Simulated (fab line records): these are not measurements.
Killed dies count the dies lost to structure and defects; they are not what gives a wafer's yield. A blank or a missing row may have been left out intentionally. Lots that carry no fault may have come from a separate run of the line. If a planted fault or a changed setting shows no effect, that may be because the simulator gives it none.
Which tool is to blame? | flow n5 finfet | Sampling: 24 lots, 72 wafers, 5 of 1938 route steps

WHAT THE GAUGES READ, wafer by wafer
N5_BEOL_M0_SAQP_THK_MEAS_05. Usual: thk nm reads 60.0 nm (standard deviation 0.69).
lot  | measured     | on            | thk nm (nm)    | flag
L074 | day 5 14:42  | film metro-02 | 60.4 60.1 61.2 |
L075 | day 5 18:05  | film metro-02 | 59.5 60.2 60.3 |
L076 | day 5 21:19  | film metro-02 | 59.3 60.6 60.8 |
L077 | day 6 08:14  | film metro-01 | 60.7 60.8 60.7 |
L078 | day 6 11:40  | film metro-02 | 61.1 60.8 60.8 |
L079 | day 6 18:48  | film metro-01 | 58.4 60.0 60.0 |
L080 | day 6 23:20  | film metro-02 | 58.7 60.6 60.1 |
L081 | day 7 10:50  | film metro-02 | 59.1 60.2 60.4 |
L082 | day 7 14:04  | film metro-01 | 60.9 60.2 60.8 |
L083 | day 7 20:17  | film metro-01 | 59.6 59.2 60.6 |
L084 | day 8 00:04  | film metro-02 | 59.2 59.6 59.3 |
L085 | day 8 08:26  | film metro-02 | 59.2 59.1 59.6 |
L086 | day 8 15:23  | film metro-02 | 59.9 60.6 60.4 |
L087 | day 8 21:43  | film metro-01 | 59.6 59.6 60.3 |
L088 | day 9 00:01  | film metro-02 | 59.8 60.7 61.3 |
L089 | day 9 19:10  | film metro-01 | 58.9 59.3 60.1 |
L090 | day 9 15:47  | film metro-01 | 59.7 59.4 60.7 |
L091 | day 9 18:48  | film metro-02 | 59.8 60.8 60.6 |
L092 | day 10 00:13 | film metro-02 | 59.8 60.6 60.5 |
L093 | day 10 05:16 | film metro-01 | 59.2 59.3 60.0 |
L094 | day 10 12:43 | film metro-01 | 59.3 60.7 60.6 |
L095 | day 10 17:26 | film metro-01 | 58.3 60.9 60.0 |
L096 | day 11 04:30 | film metro-02 | 60.2 60.2 60.3 |
L097 | day 11 07:54 | film metro-02 | 59.4 58.8 59.7 |

N5_BEOL_M0_SAQP_INSPECT_16: inspects for defects (brightfield). Usual: raw defect count reads 512 (standard deviation 130).
lot  | measured     | on                | raw defect count | flag
L074 | day 5 15:14  | defect inspect-01 | 619 366 468      |
L075 | day 5 18:37  | defect inspect-01 | 891 438 435      |
L076 | day 5 21:51  | defect inspect-01 | 533 475 541      |
L077 | day 6 08:39  | defect inspect-01 | 636 692 475      |
L078 | day 6 12:13  | defect inspect-02 | 387 556 493      |
L079 | day 6 19:20  | defect inspect-01 | 333 347 579      |
L080 | day 6 23:45  | defect inspect-02 | 557 617 496      |
L081 | day 7 11:22  | defect inspect-02 | 479 579 473      |
L082 | day 7 14:35  | defect inspect-02 | 596 522 518      |
L083 | day 7 20:42  | defect inspect-01 | 400 554 533      |
L084 | day 8 00:28  | defect inspect-01 | 343 366 342      |
L085 | day 8 08:50  | defect inspect-02 | 466 646 396      |
L086 | day 8 15:56  | defect inspect-01 | 443 641 445      |
L087 | day 8 22:15  | defect inspect-01 | 861 600 437      |
L088 | day 9 00:33  | defect inspect-01 | 321 460 316      |
L089 | day 9 19:41  | defect inspect-02 | 525 546 448      |
L090 | day 9 16:19  | defect inspect-01 | 571 478 555      |
L091 | day 9 19:20  | defect inspect-02 | 352 531 444      |
L092 | day 10 00:40 | defect inspect-01 | 560 767 652      |
L093 | day 10 05:50 | defect inspect-02 | 437 315 333      |
L094 | day 10 13:14 | defect inspect-02 | 517 461 418      |
L095 | day 10 17:59 | defect inspect-02 | 354 323 519      |
L096 | day 11 05:02 | defect inspect-01 | 572 440 711      |
L097 | day 11 08:19 | defect inspect-02 | 534 634 683      |

WHAT TOOL EACH LOT RAN ON (gives the tool, then ch and the chambers of the sampled wafers, and finally the start)
lot  | N5_MOL_CONTACT_COAG_TI_SIL_19 | N5_MOL_CONTACT_COAG_PRE_CLEAN_141 | N5_MOL_CONTACT_COAG_STRIP_96
L074 | pvd sputter-02, day 4 20:31   | pvd sputter-03, day 5 00:44       | rie diel-02 ch 0,1,2, day 5 07:58
L075 | pvd sputter-02, day 5 00:30   | pvd sputter-02, day 5 01:18       | rie diel-02 ch 0,1,2, day 5 09:39
L076 | pvd sputter-02, day 5 05:02   | pvd sputter-02, day 5 06:41       | rie diel-01 ch 2,3, day 5 14:28
L077 | pvd sputter-02, day 5 14:44   | pvd sputter-01, day 5 16:53       | rie diel-01 ch 0,2,3, day 6 01:18
L078 | pvd sputter-03, day 5 16:51   | pvd sputter-02, day 5 20:08       | rie diel-01 ch 0,2,3, day 6 03:25
L079 | pvd sputter-02, day 6 02:35   | pvd sputter-01, day 6 04:04       | rie diel-02 ch 2,3, day 6 10:32
L080 | pvd sputter-03, day 6 07:48   | pvd sputter-02, day 6 08:31       | rie diel-05 ch 1,2,3, day 6 16:07
L081 | pvd sputter-02, day 6 14:31   | pvd sputter-01, day 6 15:32       | rie diel-05 ch 1,2,3, day 7 03:46
L082 | pvd sputter-02, day 6 18:44   | pvd sputter-03, day 6 21:03       | rie diel-05 ch 1,2, day 7 05:07
L083 | pvd sputter-03, day 7 04:26   | pvd sputter-03, day 7 05:11       | rie diel-05 ch 2,3, day 7 13:11
L084 | pvd sputter-03, day 7 09:43   | pvd sputter-02, day 7 10:36       | rie diel-05 ch 0,1,2, day 7 17:58
L085 | pvd sputter-03, day 7 13:22   | pvd sputter-03, day 7 16:17       | rie diel-02 ch 1,2,3, day 8 01:04
L086 | pvd sputter-01, day 7 23:19   | pvd sputter-01, day 8 01:50       | rie diel-01 ch 0,3, day 8 08:10
L087 | pvd sputter-03, day 8 03:01   | pvd sputter-01, day 8 07:30       | rie diel-05 ch 0,2, day 8 13:54
L088 | pvd sputter-01, day 8 07:24   | pvd sputter-03, day 8 08:30       | rie diel-05 ch 0,2,3, day 8 16:35
L089 | pvd sputter-03, day 8 22:40   | pvd sputter-02, day 8 23:52       | rie diel-05 ch 0,2,3, day 9 09:18
L090 | pvd sputter-02, day 8 23:25   | pvd sputter-02, day 9 00:13       | rie diel-01 ch 0,1,3, day 9 08:21
L091 | pvd sputter-02, day 9 02:47   | pvd sputter-01, day 9 03:53       | rie diel-05 ch 0,2,3, day 9 11:02
L092 | pvd sputter-01, day 9 06:37   | pvd sputter-01, day 9 08:34       | rie diel-02 ch 0,1,2, day 9 16:41
L093 | pvd sputter-03, day 9 11:44   | pvd sputter-03, day 9 12:39       | rie diel-02 ch 0,2,3, day 9 19:56
L094 | pvd sputter-01, day 9 20:58   | pvd sputter-03, day 9 21:46       | rie diel-01 ch 0,2,3, day 10 05:56
L095 | pvd sputter-02, day 9 23:00   | pvd sputter-01, day 10 00:14      | rie diel-02 ch 0,3, day 10 09:49
L096 | pvd sputter-03, day 10 10:54  | pvd sputter-03, day 10 12:05      | rie diel-02 ch 0,1,3, day 10 21:29
L097 | pvd sputter-03, day 10 12:14  | pvd sputter-02, day 10 16:16      | rie diel-01 ch 0,2,3, day 10 23:25
- N5_MOL_CONTACT_COAG_TI_SIL_19: material Ti, target thk 4.2 nm, time 15 s.
- N5_MOL_CONTACT_COAG_PRE_CLEAN_141: time 60 s.
- N5_MOL_CONTACT_COAG_STRIP_96: strips in N2/H2.

WHAT THE TOOLS THEMSELVES READ (means of the sampled wafers that have a number; where no wafer has one, the mark that the record gives instead)
N5_MOL_CONTACT_COAG_TI_SIL_19. Usual: throttle valve pct reads 30.4 % (standard deviation 0.41).
lot  | tool           | throttle valve pct (%) | flag
L074 | pvd sputter-02 | 30.6                   |
L075 | pvd sputter-02 | 30.7                   |
L076 | pvd sputter-02 | 31.0                   |
L077 | pvd sputter-02 | 30.8                   |
L078 | pvd sputter-03 | 30.3                   |
L079 | pvd sputter-02 | 30.8                   |
L080 | pvd sputter-03 | 30.0                   |
L081 | pvd sputter-02 | 30.6                   |
L082 | pvd sputter-02 | 30.5                   |
L083 | pvd sputter-03 | 30.0                   |
L084 | pvd sputter-03 | 29.9                   |
L085 | pvd sputter-03 | 30.2                   |
L086 | pvd sputter-01 | 30.6                   |
L087 | pvd sputter-03 | 29.9                   |
L088 | pvd sputter-01 | 30.0                   |
L089 | pvd sputter-03 | 30.1                   |
L090 | pvd sputter-02 | 30.6                   |
L091 | pvd sputter-02 | 31.0                   |
L092 | pvd sputter-01 | 30.2                   |
L093 | pvd sputter-03 | 30.1                   |
L094 | pvd sputter-01 | 30.2                   |
L095 | pvd sputter-02 | 30.8                   |
L096 | pvd sputter-03 | 30.2                   |
L097 | pvd sputter-03 | 30.1                   |

N5_MOL_CONTACT_COAG_PRE_CLEAN_141. Usual: heater power w reads 467 W (standard deviation 56).
lot  | tool           | heater power w (W) | flag
L074 | pvd sputter-03 | 469                |
L075 | pvd sputter-02 | 485                |
L076 | pvd sputter-02 | 440                |
L077 | pvd sputter-01 | 441                |
L078 | pvd sputter-02 | 451                |
L079 | pvd sputter-01 | 502                |
L080 | pvd sputter-02 | 423                |
L081 | pvd sputter-01 | 435                |
L082 | pvd sputter-03 | 521                |
L083 | pvd sputter-03 | 484                |
L084 | pvd sputter-02 | 507                |
L085 | pvd sputter-03 | 474                |
L086 | pvd sputter-01 | 459                |
L087 | pvd sputter-01 | 437                |
L088 | pvd sputter-03 | 474                |
L089 | pvd sputter-02 | 443                |
L090 | pvd sputter-02 | 510                |
L091 | pvd sputter-01 | 500                |
L092 | pvd sputter-01 | 440                |
L093 | pvd sputter-03 | 469                |
L094 | pvd sputter-03 | 489                |
L095 | pvd sputter-01 | 494                |
L096 | pvd sputter-03 | 489                |
L097 | pvd sputter-02 | 476                |

N5_MOL_CONTACT_COAG_STRIP_96. Usual: drypump motor current A 5.7 A, standard deviation 0.47; oes product au 0.74 a.u., standard deviation 0.061; rf vpp V 121.6 V, standard deviation 1; showerhead plenum p Torr 3.31 Torr, standard deviation 0.048; throttle valve pct 18.93 %, standard deviation 0.28.
lot  | tool        | drypump motor current A (A) | oes product au (a.u.) | rf vpp V (V) | showerhead plenum p Torr (Torr) | throttle valve pct (%) | flag
L074 | rie diel-02 | 5.9                         | 0.77                  | 121.8        | 3.33                            | 18.88                  |
L075 | rie diel-02 | 5.9                         | 0.77                  | 122.1        | 3.34                            | 18.90                  |
L076 | rie diel-01 | 5.4                         | 0.70                  | 123.3        | 3.32                            | 19.13                  |
L077 | rie diel-01 | 5.7                         | 0.78                  | 121.4        | 3.32                            | 18.89                  |
L078 | rie diel-01 | 5.7                         | 0.78                  | 121.7        | 3.32                            | 18.89                  |
L079 | rie diel-02 | 6.0                         | 0.78                  | 122.4        | 3.38                            | 18.88                  |
L080 | rie diel-05 | 5.6                         | 0.72                  | 122.2        | 3.28                            | 18.97                  |
L081 | rie diel-05 | 5.6                         | 0.72                  | 120.8        | 3.28                            | 18.96                  |
L082 | rie diel-05 | 5.4                         | 0.73                  | 121.7        | 3.25                            | 18.91                  |
L083 | rie diel-05 | 5.3                         | 0.73                  | 120.8        | 3.26                            | 19.05                  |
L084 | rie diel-05 | 5.4                         | 0.71                  | 121.6        | 3.28                            | 18.86                  |
L085 | rie diel-02 | 6.0                         | 0.75                  | 121.5        | 3.37                            | 18.92                  |
L086 | rie diel-01 | 5.9                         | 0.82                  | 121.4        | 3.30                            | 18.67                  |
L087 | rie diel-05 | 5.1                         | 0.70                  | 121.7        | 3.29                            | 18.91                  |
L088 | rie diel-05 | 5.3                         | 0.71                  | 121.6        | 3.28                            | 19.02                  |
L089 | rie diel-05 | 5.4                         | 0.69                  | 122.1        | 3.28                            | 19.03                  |
L090 | rie diel-01 | 5.7                         | 0.75                  | 121.8        | 3.31                            | 18.96                  |
L091 | rie diel-05 | 5.3                         | 0.69                  | 121.4        | 3.28                            | 19.03                  |
L092 | rie diel-02 | 5.9                         | 0.74                  | 121.8        | 3.32                            | 18.94                  |
L093 | rie diel-02 | 5.9                         | 0.75                  | 121.8        | 3.32                            | 18.95                  |
L094 | rie diel-01 | 5.7                         | 0.82                  | 121.5        | 3.30                            | 18.80                  |
L095 | rie diel-02 | 5.8                         | 0.76                  | 119.5        | 3.28                            | 18.75                  |
L096 | rie diel-02 | 5.9                         | 0.74                  | 122.2        | 3.32                            | 18.75                  |
L097 | rie diel-01 | 5.7                         | 0.82                  | 121.9        | 3.30                            | 18.82                  |

THE ANSWER, worked out from the rows above alone
Rule: lot off if the mean of its wafers having a number is beyond 3 standard deviations from the usual mean. A lot without any number at a reading at which 4 lots or more have one is off too. All remaining lots with rows at the step are treated as sound. The gauges are gone through in route order, then the tools' own readings, and for those a lot's mean is taken as printed above. The first step at which some lot is off is used, and at that step the reading that is off furthest; a lot without a number counts as furthest.
Across all readings shown, no lot is off: no conclusion can be drawn from this.

WHAT THE SIMULATOR PUT IN
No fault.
